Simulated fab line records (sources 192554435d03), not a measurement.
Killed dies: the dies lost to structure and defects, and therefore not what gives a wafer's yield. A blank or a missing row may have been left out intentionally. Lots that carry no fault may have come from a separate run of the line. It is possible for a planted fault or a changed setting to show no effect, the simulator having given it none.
Split-lot trial :: flow n5-finfet :: 21 wafers read across 7 lots, on a route 1938 steps long

== SPLIT DETAILS ==
At N5_BEOL_M8_TRENCH_ETCH_37 (etches SiCOH lowk in C4F6/O2, target depth 93.478 nm, time 31.2 s), the setting bias-w was moved away from the recipe's 185 W on 5 of the 21 wafers read, by -16.6% to +6.6%. This setting was run at the recipe's value on the other wafers.

The split's own step is where the reading is taken.

== THE READING ==
rf-vpp-V, in V, at N5_BEOL_M8_TRENCH_ETCH_37 (etches SiCOH lowk in C4F6/O2, target depth 93.478 nm, time 31.2 s). On this fab line, fault-free wafers typically give 664 V with a standard deviation of 11 V.

wafer: L074.2
tool, chamber at the split: rie-diel-02, 0
bias-w as run, W: 197.2
against the recipe: +6.6%
rf-vpp-V, V: 689
against lot-mates on the recipe: +24

wafer: L074.3
tool, chamber at the split: rie-diel-02, 2
bias-w as run, W: 197.2
against the recipe: +6.6%
rf-vpp-V, V: 673
against lot-mates on the recipe: +8

wafer: L074.4
tool, chamber at the split: rie-diel-02, 1
bias-w as run, W: 185
against the recipe: recipe
rf-vpp-V, V: 665
against lot-mates on the recipe: -

wafer: L078.2
tool, chamber at the split: rie-diel-04, 2
bias-w as run, W: 185
against the recipe: recipe
rf-vpp-V, V: 655
against lot-mates on the recipe: -

wafer: L078.3
tool, chamber at the split: rie-diel-04, 3
bias-w as run, W: 185
against the recipe: recipe
rf-vpp-V, V: 660
against lot-mates on the recipe: -

wafer: L078.5
tool, chamber at the split: rie-diel-04, 0
bias-w as run, W: 185
against the recipe: recipe
rf-vpp-V, V: 681
against lot-mates on the recipe: -

wafer: L081.1
tool, chamber at the split: rie-diel-04, 3
bias-w as run, W: 173.1
against the recipe: -6.4%
rf-vpp-V, V: 626
against lot-mates on the recipe: -20

wafer: L081.3
tool, chamber at the split: rie-diel-04, 1
bias-w as run, W: 185
against the recipe: recipe
rf-vpp-V, V: 642
against lot-mates on the recipe: -

wafer: L081.4
tool, chamber at the split: rie-diel-04, 2
bias-w as run, W: 185
against the recipe: recipe
rf-vpp-V, V: 651
against lot-mates on the recipe: -

wafer: L084.1
tool, chamber at the split: rie-diel-02, 1
bias-w as run, W: 185
against the recipe: recipe
rf-vpp-V, V: 664
against lot-mates on the recipe: -

wafer: L084.2
tool, chamber at the split: rie-diel-02, 3
bias-w as run, W: 185
against the recipe: recipe
rf-vpp-V, V: 667
against lot-mates on the recipe: -

wafer: L084.6
tool, chamber at the split: rie-diel-02, 0
bias-w as run, W: 174.4
against the recipe: -5.7%
rf-vpp-V, V: 625
against lot-mates on the recipe: -40

wafer: L089.2
tool, chamber at the split: rie-diel-01, 1
bias-w as run, W: 185
against the recipe: recipe
rf-vpp-V, V: 673
against lot-mates on the recipe: -

wafer: L089.4
tool, chamber at the split: rie-diel-01, 3
bias-w as run, W: 185
against the recipe: recipe
rf-vpp-V, V: 658
against lot-mates on the recipe: -

wafer: L089.6
tool, chamber at the split: rie-diel-01, 0
bias-w as run, W: 185
against the recipe: recipe
rf-vpp-V, V: 677
against lot-mates on the recipe: -

wafer: L091.2
tool, chamber at the split: rie-diel-01, 1
bias-w as run, W: 154.3
against the recipe: -16.6%
rf-vpp-V, V: 582
against lot-mates on the recipe: -96

wafer: L091.3
tool, chamber at the split: rie-diel-01, 2
bias-w as run, W: 185
against the recipe: recipe
rf-vpp-V, V: 683
against lot-mates on the recipe: -

wafer: L091.5
tool, chamber at the split: rie-diel-01, 1
bias-w as run, W: 185
against the recipe: recipe
rf-vpp-V, V: 672
against lot-mates on the recipe: -

wafer: L097.1
tool, chamber at the split: rie-diel-04, 0
bias-w as run, W: 185
against the recipe: recipe
rf-vpp-V, V: 679
against lot-mates on the recipe: -

wafer: L097.4
tool, chamber at the split: rie-diel-04, 2
bias-w as run, W: 185
against the recipe: recipe
rf-vpp-V, V: 652
against lot-mates on the recipe: -

wafer: L097.5
tool, chamber at the split: rie-diel-04, 3
bias-w as run, W: 185
against the recipe: recipe
rf-vpp-V, V: 660
against lot-mates on the recipe: -

THE FIT
A straight line over all 21 wafers: rf-vpp-V changes by +4.64 V for each +1% of bias-w; r = +0.87; the points scatter about the line by 12 V.
The same after taking each lot's own level away (the mean of its wafers on the recipe; 21 wafers): +4.86 V for each +1%; r = +0.91; scatter 11 V.
The reading moves by 81 V for the largest change in bias-w, on that fit.
The span of the lots' own levels, 646.5 to 677.5 V, comes to 2.8 times the standard deviation stated above.
So the lot-to-lot level changes the slope little: the two slopes agree.
Check: for one of the wafers moved furthest among these (-16.6%), held out of the fit, the line's prediction against its lot-mates is -61 V. It came out at -95.5 V against them.
Tool readings at the split's step, against how far the setting was moved: rf-vpp-V r = +0.87.

== ADDITIONAL SPLITS CARRIED BY THESE WAFERS ==
These wafers also went through other splits before the reading. Each is held against what the fit with the lots' levels taken away leaves over:
other split on the same wafers: N5_BEOL_M6_TRENCH_ETCH_37 time-s
wafers away from the commonest value: 7
r with rf-vpp-V (lot level and that fit taken away): +0.17

other split on the same wafers: N5_BEOL_M6_ALD_77 ald-cycles
wafers away from the commonest value: 12
r with rf-vpp-V (lot level and that fit taken away): -0.13

other split on the same wafers: N5_BEOL_M8_ILD_DEP_00 time-s
wafers away from the commonest value: 4
r with rf-vpp-V (lot level and that fit taken away): -0.02

other split on the same wafers: N5_BEOL_M8_PECVD_70 temp-c
wafers away from the commonest value: 4
r with rf-vpp-V (lot level and that fit taken away): -0.04

== FILE'S OWN FIT ==
rf-vpp-V changes by +5.24 V for each +1% of bias-w, r = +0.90.
